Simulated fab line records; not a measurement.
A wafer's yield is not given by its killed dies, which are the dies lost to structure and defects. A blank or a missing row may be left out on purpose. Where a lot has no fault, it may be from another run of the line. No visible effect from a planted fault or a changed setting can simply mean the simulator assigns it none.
fab line records	flow n5-finfet
record lots=24	wafers=72	last-day=17
route steps=1938 shown BEOL_M4@1093 BEOL_M5@1115
lots that met no fault: from a run of the same line without faults
start-h: start of the lot's first displayed wafer, in hours after the record's first day	wait-h: hours since the lot's step before	" the same as in the row above	L1.1+2: a single row standing in for several wafers	- no value, or no start was given	* or withheld: withheld	< > ~ a bound
route shown NAME@n: NAME is a module with steps in the file, n the number in the route of the first one	usual: mean/standard deviation taken from wafers without a fault	same: alike in all rows	chamber/n: place in a boat	sites: readings site by site	_std_site: the standard deviation of these	_edge_site: outer sites' mean less inner sites'	radius-mm: how far each site lies from the wafer's centre	mask NAME#n: copy n	behind: the tool/chamber that last shaped the wafer	hold: why the lot was held/for how many hours/how that ended	device: the transistor (n, p or np) that didn't switch	end of line: the tests these same wafers got at the end of their route	for a step that has no rows: nothing shown but its recipe	killed: not the wafer's yield, but the dies lost to structure and defects at the first sort	map: a wafer's dies, marking killed ones x, the rest . and places with no die _
set.NAME: setting as actually run; set.NAME@STEP: the setting as run at that earlier step	model.NAME: the simulator's own value behind a step, which no gauge read
steps of the route over a sample of lots; a table a step, a row a wafer
services: a tool's chamber out of use, with start hour (start-h, from the record's first day; less than 0 if before it), hours out, and reason
## steps
# step N5_BEOL_M4_ANNEAL_89
# recipe temp-c=400	time-s=240	ambient=vacuum
# usual heater-power-w=806/81
lot.wafer	tool	chamber	start-h	wait-h	heater-power-w
L074.3	pvd-sputter-01	-	160.39	0.0	787
L074.4	"	-	"	"	965
L074.5	"	-	"	"	749
L076.3	pvd-sputter-01	-	167.78	0.0	747
L076.5	"	-	"	"	807
L076.6	"	-	"	"	728
L075.2	pvd-sputter-01	-	171.32	0.0	784
L075.3	"	-	"	"	935
L075.5	"	-	"	"	735
L078.2	pvd-sputter-01	-	176.40	0.0	785
L078.5	"	-	"	"	935
L078.6	"	-	"	"	748
L077.1	pvd-sputter-03	-	177.58	0.0	735
L077.4	"	-	"	"	800
L077.5	"	-	"	"	751
L079.1	pvd-sputter-03	-	193.78	0.0	739
L079.2	"	-	"	"	818
L079.3	"	-	"	"	792
L080.2	pvd-sputter-03	-	198.51	0.0	788
L080.5	"	-	"	"	743
L080.6	"	-	"	"	780
L081.2	pvd-sputter-03	-	201.60	0.0	784
L081.4	"	-	"	"	730
L081.5	"	-	"	"	765
L082.2	pvd-sputter-02	-	211.61	0.0	873
L082.3	"	-	"	"	989
L082.5	"	-	"	"	807
L083.1	pvd-sputter-02	-	215.65	0.0	855
L083.3	"	-	"	"	1023
L083.4	"	-	"	"	853
L084.2	pvd-sputter-02	-	221.43	0.0	880
L084.3	"	-	"	"	1009
L084.4	"	-	"	"	785
L085.3	pvd-sputter-03	-	231.44	0.0	758
L085.5	"	-	"	"	763
L085.6	"	-	"	"	757
L086.4	pvd-sputter-02	-	237.09	0.0	1017
L086.5	"	-	"	"	861
L086.6	"	-	"	"	1016
L087.2	pvd-sputter-03	-	239.90	0.0	718
L087.3	"	-	"	"	745
L087.5	"	-	"	"	755
L088.2	pvd-sputter-01	-	247.04	0.0	961
L088.4	"	-	"	"	785
L088.6	"	-	"	"	725
L089.1	pvd-sputter-02	-	251.24	0.0	849
L089.2	"	-	"	"	1023
L089.3	"	-	"	"	877
L090.1	pvd-sputter-02	-	253.08	0.0	895
L090.2	"	-	"	"	835
L090.3	"	-	"	"	991
L091.1	pvd-sputter-03	-	267.54	0.0	816
L091.5	"	-	"	"	759
L091.6	"	-	"	"	729
L092.3	pvd-sputter-03	-	274.56	0.0	744
L092.4	"	-	"	"	758
L092.5	"	-	"	"	740
L094.1	pvd-sputter-03	-	279.33	0.0	721
L094.2	"	-	"	"	749
L094.4	"	-	"	"	814
L093.1	pvd-sputter-03	-	285.92	0.0	742
L093.2	"	-	"	"	754
L093.5	"	-	"	"	719
L095.1	pvd-sputter-02	-	290.95	0.0	856
L095.3	"	-	"	"	884
L095.4	"	-	"	"	1013
L096.2	pvd-sputter-03	-	297.59	0.0	781
L096.3	"	-	"	"	775
L096.6	"	-	"	"	832
L097.3	pvd-sputter-02	-	308.16	0.0	998
L097.5	"	-	"	"	870
L097.6	"	-	"	"	768
# step N5_BEOL_M4_ANNEAL_91
# recipe temp-c=400	time-s=240	ambient=vacuum
# usual heater-power-w=804/82
lot.wafer	tool	chamber	start-h	wait-h	heater-power-w
L074.3	pvd-sputter-01	-	160.61	0.0	768
L074.4	"	-	"	"	934
L074.5	"	-	"	"	735
L076.3	pvd-sputter-01	-	168.00	0.0	725
L076.5	"	-	"	"	796
L076.6	"	-	"	"	729
L075.2	pvd-sputter-01	-	171.54	0.0	774
L075.3	"	-	"	"	950
L075.5	"	-	"	"	728
L078.2	pvd-sputter-01	-	176.65	0.0	785
L078.5	"	-	"	"	926
L078.6	"	-	"	"	746
L077.1	pvd-sputter-03	-	177.80	0.0	747
L077.4	"	-	"	"	802
L077.5	"	-	"	"	730
L079.1	pvd-sputter-03	-	194.00	0.0	754
L079.2	"	-	"	"	808
L079.3	"	-	"	"	744
L080.2	pvd-sputter-03	-	198.73	0.0	810
L080.5	"	-	"	"	710
L080.6	"	-	"	"	772
L081.2	pvd-sputter-03	-	201.82	0.0	774
L081.4	"	-	"	"	744
L081.5	"	-	"	"	741
L082.2	pvd-sputter-02	-	211.83	0.0	891
L082.3	"	-	"	"	992
L082.5	"	-	"	"	771
L083.1	pvd-sputter-02	-	215.87	0.0	880
L083.3	"	-	"	"	1010
L083.4	"	-	"	"	859
L084.2	pvd-sputter-02	-	221.65	0.0	880
L084.3	"	-	"	"	1020
L084.4	"	-	"	"	789
L085.3	pvd-sputter-03	-	231.66	0.0	746
L085.5	"	-	"	"	768
L085.6	"	-	"	"	733
L086.4	pvd-sputter-02	-	237.31	0.0	989
L086.5	"	-	"	"	853
L086.6	"	-	"	"	990
L087.2	pvd-sputter-03	-	240.13	0.0	731
L087.3	"	-	"	"	742
L087.5	"	-	"	"	729
L088.2	pvd-sputter-01	-	247.26	0.0	924
L088.4	"	-	"	"	777
L088.6	"	-	"	"	735
L089.1	pvd-sputter-02	-	251.46	0.0	849
L089.2	"	-	"	"	1026
L089.3	"	-	"	"	877
L090.1	pvd-sputter-02	-	253.30	0.0	882
L090.2	"	-	"	"	853
L090.3	"	-	"	"	997
L091.1	pvd-sputter-03	-	267.76	0.0	828
L091.5	"	-	"	"	756
L091.6	"	-	"	"	726
L092.3	pvd-sputter-03	-	274.78	0.0	734
L092.4	"	-	"	"	766
L092.5	"	-	"	"	710
L094.1	pvd-sputter-03	-	279.55	0.0	719
L094.2	"	-	"	"	784
L094.4	"	-	"	"	815
L093.1	pvd-sputter-03	-	286.14	0.0	759
L093.2	"	-	"	"	794
L093.5	"	-	"	"	748
L095.1	pvd-sputter-02	-	291.17	0.0	840
L095.3	"	-	"	"	919
L095.4	"	-	"	"	1004
L096.2	pvd-sputter-03	-	297.81	0.0	755
L096.3	"	-	"	"	805
L096.6	"	-	"	"	813
L097.3	pvd-sputter-02	-	308.38	0.0	1027
L097.5	"	-	"	"	868
L097.6	"	-	"	"	802
# step N5_BEOL_M4_ANNEAL_95
# recipe temp-c=400	time-s=240	ambient=vacuum
# usual heater-power-w=806/83
lot.wafer	tool	chamber	start-h	wait-h	heater-power-w
L074.3	pvd-sputter-01	-	161.05	0.0	804
L074.4	"	-	"	"	931
L074.5	"	-	"	"	722
L076.3	pvd-sputter-01	-	168.44	0.0	746
L076.5	"	-	"	"	789
L076.6	"	-	"	"	727
L075.2	pvd-sputter-01	-	171.98	0.0	786
L075.3	"	-	"	"	947
L075.5	"	-	"	"	743
L078.2	pvd-sputter-01	-	177.14	0.0	779
L078.5	"	-	"	"	946
L078.6	"	-	"	"	735
L077.1	pvd-sputter-03	-	178.24	0.0	724
L077.4	"	-	"	"	797
L077.5	"	-	"	"	727
L079.1	pvd-sputter-03	-	194.44	0.0	723
L079.2	"	-	"	"	808
L079.3	"	-	"	"	756
L080.2	pvd-sputter-03	-	199.17	0.0	807
L080.5	"	-	"	"	747
L080.6	"	-	"	"	759
L081.2	pvd-sputter-03	-	202.26	0.0	771
L081.4	"	-	"	"	724
L081.5	"	-	"	"	758
L082.2	pvd-sputter-02	-	212.27	0.0	888
L082.3	"	-	"	"	1002
L082.5	"	-	"	"	801
L083.1	pvd-sputter-02	-	216.31	0.0	891
L083.3	"	-	"	"	1005
L083.4	"	-	"	"	871
L084.2	pvd-sputter-02	-	222.09	0.0	881
L084.3	"	-	"	"	1032
L084.4	"	-	"	"	773
L085.3	pvd-sputter-03	-	232.10	0.0	761
L085.5	"	-	"	"	756
L085.6	"	-	"	"	743
L086.4	pvd-sputter-02	-	237.75	0.0	1005
L086.5	"	-	"	"	864
L086.6	"	-	"	"	1017
L087.2	pvd-sputter-03	-	245.11	0.0	734
L087.3	"	-	"	"	742
L087.5	"	-	"	"	732
L088.2	pvd-sputter-01	-	247.70	0.0	889
L088.4	"	-	"	"	777
L088.6	"	-	"	"	731
L089.1	pvd-sputter-02	-	251.90	0.0	885
L089.2	"	-	"	"	1019
L089.3	"	-	"	"	882
L090.1	pvd-sputter-02	-	253.74	0.0	884
L090.2	"	-	"	"	874
L090.3	"	-	"	"	1008
L091.1	pvd-sputter-03	-	268.20	0.0	808
L091.5	"	-	"	"	770
L091.6	"	-	"	"	751
L092.3	pvd-sputter-03	-	275.22	0.0	733
L092.4	"	-	"	"	766
L092.5	"	-	"	"	738
L094.1	pvd-sputter-03	-	279.99	0.0	743
L094.2	"	-	"	"	738
L094.4	"	-	"	"	820
L093.1	pvd-sputter-03	-	286.58	0.0	729
L093.2	"	-	"	"	762
L093.5	"	-	"	"	738
L095.1	pvd-sputter-02	-	291.61	0.0	876
L095.3	"	-	"	"	884
L095.4	"	-	"	"	1017
L096.2	pvd-sputter-03	-	298.25	0.0	761
L096.3	"	-	"	"	808
L096.6	"	-	"	"	806
L097.3	pvd-sputter-02	-	308.82	0.0	1005
L097.5	"	-	"	"	879
L097.6	"	-	"	"	801
# step N5_BEOL_M4_DEP_57
# recipe material=SiCN	target-thk-a=80	temp-c=withheld	precursor=3MS/NH3	pressure-torr=3	rf-w=202	time-s=14
# usual showerhead-plenum-p-Torr=3.662/0.014	throttle-valve-pct=8.9/0.33
lot.wafer	tool	chamber	start-h	wait-h	showerhead-plenum-p-Torr	throttle-valve-pct
L074.3	pecvd-02	0	162.33	0.0	3.665	9.2
L074.4	"	0	"	"	3.669	8.9
L074.5	"	1	"	"	3.679	9.1
L076.3	pecvd-04	0	169.56	0.0	3.664	9.1
L076.5	"	0	"	"	3.678	9.1
L076.6	"	1	"	"	3.667	9.1
L075.2	pecvd-02	0	173.10	0.0	3.667	9.1
L075.3	"	2	"	"	3.652	8.3
L075.5	"	2	"	"	3.666	8.4
L078.2	pecvd-01	1	178.38	0.0	3.642	9.0
L078.5	"	2	"	"	3.645	8.9
L078.6	"	1	"	"	3.636	8.7
L077.1	pecvd-01	2	184.60	0.0	3.651	9.1
L077.4	"	0	"	"	3.682	9.1
L077.5	"	2	"	"	3.650	8.9
L079.1	pecvd-04	2	195.63	0.0	3.665	8.6
L079.2	"	0	"	"	3.657	9.2
L079.3	"	1	"	"	3.659	9.4
L080.2	pecvd-01	0	200.93	0.0	3.663	9.0
L080.5	"	0	"	"	3.677	9.1
L080.6	"	1	"	"	3.650	8.4
L081.2	pecvd-04	1	203.38	0.0	3.657	9.4
L081.4	"	0	"	"	3.665	9.5
L081.5	"	2	"	"	3.657	8.6
L082.2	pecvd-01	1	213.39	0.0	3.643	8.7
L082.3	"	2	"	"	3.646	8.7
L082.5	"	0	"	"	3.675	9.1
L083.1	pecvd-01	1	217.44	0.0	3.635	8.5
L083.3	"	2	"	"	3.649	9.1
L083.4	"	0	"	"	3.681	8.9
L084.2	pecvd-01	0	223.21	0.0	3.672	9.1
L084.3	"	1	"	"	3.655	8.6
L084.4	"	1	"	"	3.636	8.8
L085.3	pecvd-01	0	233.22	0.0	3.679	9.2
L085.5	"	2	"	"	3.651	9.3
L085.6	"	1	"	"	3.631	8.6
L086.4	pecvd-01	1	238.89	0.0	3.644	8.6
L086.5	"	0	"	"	3.680	9.0
L086.6	"	2	"	"	3.654	9.0
L087.2	pecvd-02	1	246.85	0.0	3.679	9.2
L087.3	"	0	"	"	3.666	8.8
L087.5	"	2	"	"	3.663	8.4
L088.2	pecvd-01	1	248.83	0.0	3.651	8.7
L088.4	"	1	"	"	3.648	8.7
L088.6	"	1	"	"	3.652	8.7
L089.1	pecvd-01	1	253.03	0.0	3.648	9.0
L089.2	"	2	"	"	3.637	9.2
L089.3	"	2	"	"	3.649	9.0
L090.1	pecvd-04	2	254.86	0.0	3.670	8.4
L090.2	"	0	"	"	3.661	9.3
L090.3	"	1	"	"	3.663	9.2
L091.1	pecvd-02	1	269.44	0.0	3.684	9.2
L091.5	"	1	"	"	3.681	9.2
L091.6	"	2	"	"	3.656	8.3
L092.3	pecvd-04	0	278.62	0.0	3.674	9.4
L092.4	"	1	"	"	3.659	9.2
L092.5	"	0	"	"	3.665	9.6
L094.1	pecvd-02	2	281.12	0.0	3.655	8.6
L094.2	"	1	"	"	3.681	9.3
L094.4	"	2	"	"	3.673	8.3
L093.1	pecvd-02	2	287.71	0.0	3.660	8.5
L093.2	"	1	"	"	3.678	9.2
L093.5	"	1	"	"	3.680	8.8
L095.1	pecvd-02	0	292.73	0.0	3.667	7.6
L095.3	"	1	"	"	3.677	9.2
L095.4	"	2	"	"	3.667	8.4
L096.2	pecvd-04	2	299.47	0.0	3.656	8.7
L096.3	"	0	"	"	3.668	9.4
L096.6	"	0	"	"	3.661	9.2
L097.3	pecvd-01	0	309.94	0.0	3.676	9.0
L097.5	"	0	"	"	3.683	9.1
L097.6	"	2	"	"	3.632	8.8
# step N5_BEOL_M4_INSPECT_59
# recipe inspect-instrument=darkfield	mode=post-dep
# usual raw-defect-count=77/25
lot.wafer	tool	chamber	start-h	wait-h	raw-defect-count
L074.3	defect-inspect-01	-	162.42	0.0	80
L074.4	"	-	"	"	92
L074.5	"	-	"	"	140
L076.3	defect-inspect-01	-	169.67	0.0	46
L076.5	"	-	"	"	57
L076.6	"	-	"	"	63
L075.2	defect-inspect-02	-	173.20	0.0	67
L075.3	"	-	"	"	66
L075.5	"	-	"	"	43
L078.2	defect-inspect-02	-	178.47	0.0	88
L078.5	"	-	"	"	67
L078.6	"	-	"	"	98
L077.1	defect-inspect-01	-	184.69	0.0	94
L077.4	"	-	"	"	82
L077.5	"	-	"	"	73
L079.1	defect-inspect-02	-	195.72	0.0	61
L079.2	"	-	"	"	97
L079.3	"	-	"	"	97
L080.2	defect-inspect-02	-	201.02	0.0	33
L080.5	"	-	"	"	48
L080.6	"	-	"	"	44
L081.2	defect-inspect-02	-	203.48	0.0	79
L081.4	"	-	"	"	99
L081.5	"	-	"	"	91
L082.2	defect-inspect-02	-	213.49	0.0	90
L082.3	"	-	"	"	94
L082.5	"	-	"	"	57
L083.1	defect-inspect-02	-	217.53	0.0	104
L083.3	"	-	"	"	71
L083.4	"	-	"	"	95
L084.2	defect-inspect-02	-	223.31	0.0	108
L084.3	"	-	"	"	99
L084.4	"	-	"	"	103
L085.3	defect-inspect-01	-	233.32	0.0	132
L085.5	"	-	"	"	104
L085.6	"	-	"	"	115
L086.4	defect-inspect-02	-	238.97	0.0	72
L086.5	"	-	"	"	79
L086.6	"	-	"	"	70
L087.2	defect-inspect-01	-	246.94	0.0	73
L087.3	"	-	"	"	47
L087.5	"	-	"	"	69
L088.2	defect-inspect-02	-	248.94	0.0	41
L088.4	"	-	"	"	72
L088.6	"	-	"	"	72
L089.1	defect-inspect-02	-	253.14	0.0	60
L089.2	"	-	"	"	71
L089.3	"	-	"	"	75
L090.1	defect-inspect-02	-	254.95	0.0	72
L090.2	"	-	"	"	63
L090.3	"	-	"	"	73
L091.1	defect-inspect-02	-	269.55	0.0	40
L091.5	"	-	"	"	46
L091.6	"	-	"	"	45
L092.3	defect-inspect-01	-	278.71	0.0	69
L092.4	"	-	"	"	93
L092.5	"	-	"	"	86
L094.1	defect-inspect-02	-	281.23	0.0	51
L094.2	"	-	"	"	35
L094.4	"	-	"	"	37
L093.1	defect-inspect-02	-	287.82	0.0	72
L093.2	"	-	"	"	59
L093.5	"	-	"	"	75
L095.1	defect-inspect-01	-	292.82	0.0	95
L095.3	"	-	"	"	106
L095.4	"	-	"	"	98
L096.2	defect-inspect-02	-	299.56	0.0	103
L096.3	"	-	"	"	83
L096.6	"	-	"	"	91
L097.3	defect-inspect-02	-	310.03	0.0	61
L097.5	"	-	"	"	65
L097.6	"	-	"	"	92
# step N5_BEOL_M5_PECVD_70
# recipe material=SiO2	target-thk-a=160	temp-c=400	precursor=TEOS/O2	pressure-torr=5.5	rf-w=450	teos-flow-sccm=53.8	gas=O2	flow-sccm=3000	time-s=18
# usual heater-power-w=705/60	showerhead-plenum-p-Torr=8.74/0.068	throttle-valve-pct=21.7/1.4
lot.wafer	tool	chamber	start-h	wait-h	heater-power-w	showerhead-plenum-p-Torr	throttle-valve-pct
L074.3	pecvd-01	1	164.04	0.0	698	8.69	21.4
L074.4	"	2	"	"	795	8.67	21.7
L074.5	"	0	"	"	710	8.83	22.6
L076.3	pecvd-01	1	171.75	0.0	728	8.69	21.4
L076.5	"	2	"	"	794	8.68	21.8
L076.6	"	1	"	"	737	8.69	21.6
L075.2	pecvd-01	2	174.79	0.0	792	8.68	21.9
L075.3	"	0	"	"	626	8.86	22.3
L075.5	"	0	"	"	608	8.84	22.4
L078.2	pecvd-02	1	180.07	0.0	628	8.84	22.8
L078.5	"	2	"	"	656	8.79	20.7
L078.6	"	1	"	"	644	8.82	22.8
L077.1	pecvd-01	0	186.43	0.0	656	8.87	22.6
L077.4	"	1	"	"	655	8.68	21.9
L077.5	"	0	"	"	660	8.85	22.3
L079.1	pecvd-02	1	197.32	0.0	628	8.83	22.6
L079.2	"	2	"	"	809	8.79	20.5
L079.3	"	2	"	"	812	8.80	20.5
L080.2	pecvd-01	1	203.09	0.0	744	8.70	21.7
L080.5	"	0	"	"	632	8.88	22.4
L080.6	"	1	"	"	750	8.70	21.4
L081.2	pecvd-03	1	205.07	0.0	744	8.73	24.3
L081.4	"	0	"	"	668	8.66	19.9
L081.5	"	1	"	"	732	8.74	24.6
L082.2	pecvd-01	2	215.10	0.0	789	8.70	21.8
L082.3	"	0	"	"	726	8.86	22.1
L082.5	"	0	"	"	730	8.86	22.2
L083.1	pecvd-03	1	219.16	0.0	633	8.72	24.5
L083.3	"	0	"	"	786	8.64	20.2
L083.4	"	1	"	"	649	8.74	24.2
L084.2	pecvd-02	0	224.96	0.0	704	8.81	22.2
L084.3	"	2	"	"	689	8.81	20.5
L084.4	"	0	"	"	688	8.81	22.3
L085.3	pecvd-03	0	234.91	0.0	781	8.63	20.0
L085.5	"	1	"	"	602	8.73	24.9
L085.6	"	2	"	"	641	8.74	18.8
L086.4	pecvd-02	2	240.58	0.1	702	8.77	21.0
L086.5	"	0	"	"	630	8.82	22.4
L086.6	"	1	"	"	668	8.84	22.8
L087.2	pecvd-01	2	248.54	0.0	834	8.69	22.3
L087.3	"	1	"	"	721	8.70	21.5
L087.5	"	2	"	"	821	8.69	22.3
L088.2	pecvd-01	1	250.54	0.0	749	8.70	21.4
L088.4	"	1	"	"	774	8.67	21.3
L088.6	"	2	"	"	786	8.65	22.0
L089.1	pecvd-02	2	254.75	0.0	746	8.76	20.7
L089.2	"	1	"	"	611	8.84	22.7
L089.3	"	0	"	"	713	8.82	22.0
L090.1	pecvd-01	2	256.55	0.0	773	8.69	22.3
L090.2	"	1	"	"	712	8.67	21.6
L090.3	"	0	"	"	700	8.84	22.3
L091.1	pecvd-03	2	271.65	0.0	663	8.75	19.0
L091.5	"	2	"	"	662	8.79	18.9
L091.6	"	1	"	"	735	8.72	24.4
L092.3	pecvd-02	1	280.32	0.1	705	8.84	23.0
L092.4	"	2	"	"	799	8.78	20.8
L092.5	"	2	"	"	807	8.77	20.9
L094.1	pecvd-03	2	282.83	0.0	664	8.75	18.9
L094.2	"	1	"	"	730	8.71	24.6
L094.4	"	2	"	"	670	8.75	18.8
L093.1	pecvd-02	2	289.42	0.0	730	8.78	20.8
L093.2	"	1	"	"	585	8.83	22.6
L093.5	"	2	"	"	730	8.78	21.0
L095.1	pecvd-03	1	294.42	0.0	618	8.74	24.4
L095.3	"	0	"	"	761	8.65	20.3
L095.4	"	1	"	"	631	8.70	24.4
L096.2	pecvd-01	2	301.65	0.0	723	8.69	22.4
L096.3	"	0	"	"	684	8.83	22.3
L096.6	"	2	"	"	713	8.68	22.3
L097.3	pecvd-03	2	311.65	0.1	697	8.75	18.9
L097.5	"	2	"	"	721	8.74	19.1
L097.6	"	0	"	"	688	8.65	20.5
## services
tool	chamber	start-h	hours	kind
pecvd-02	0	154.47	4.6	repair
pecvd-03	2	158.88	5.5	scheduled-down
pecvd-02	0	195.57	5.0	scheduled-down
pecvd-02	-	199.25	2.6	repair
pecvd-03	2	202.38	-	clean
pecvd-03	2	202.38	-	consumable-replace:showerhead
pecvd-03	2	202.38	29.0	scheduled-down
pecvd-03	2	202.38	29.0	vent-cycle
pecvd-01	1	210.15	2.1	scheduled-down
pecvd-02	1	222.78	5.5	scheduled-down
pecvd-04	0	225.92	13.6	repair
pecvd-04	-	236.58	14.6	pm
pecvd-01	0	242.40	11.1	repair
pecvd-02	-	251.82	2.8	pm
pecvd-02	0	255.27	3.5	repair
pecvd-01	0	256.65	5.5	scheduled-down
pecvd-03	0	257.05	18.5	repair
pecvd-01	2	262.11	5.5	scheduled-down
pecvd-04	1	262.54	5.5	scheduled-down
pecvd-01	-	267.73	1.8	repair
pecvd-01	2	295.07	2.1	scheduled-down
## key
fault none
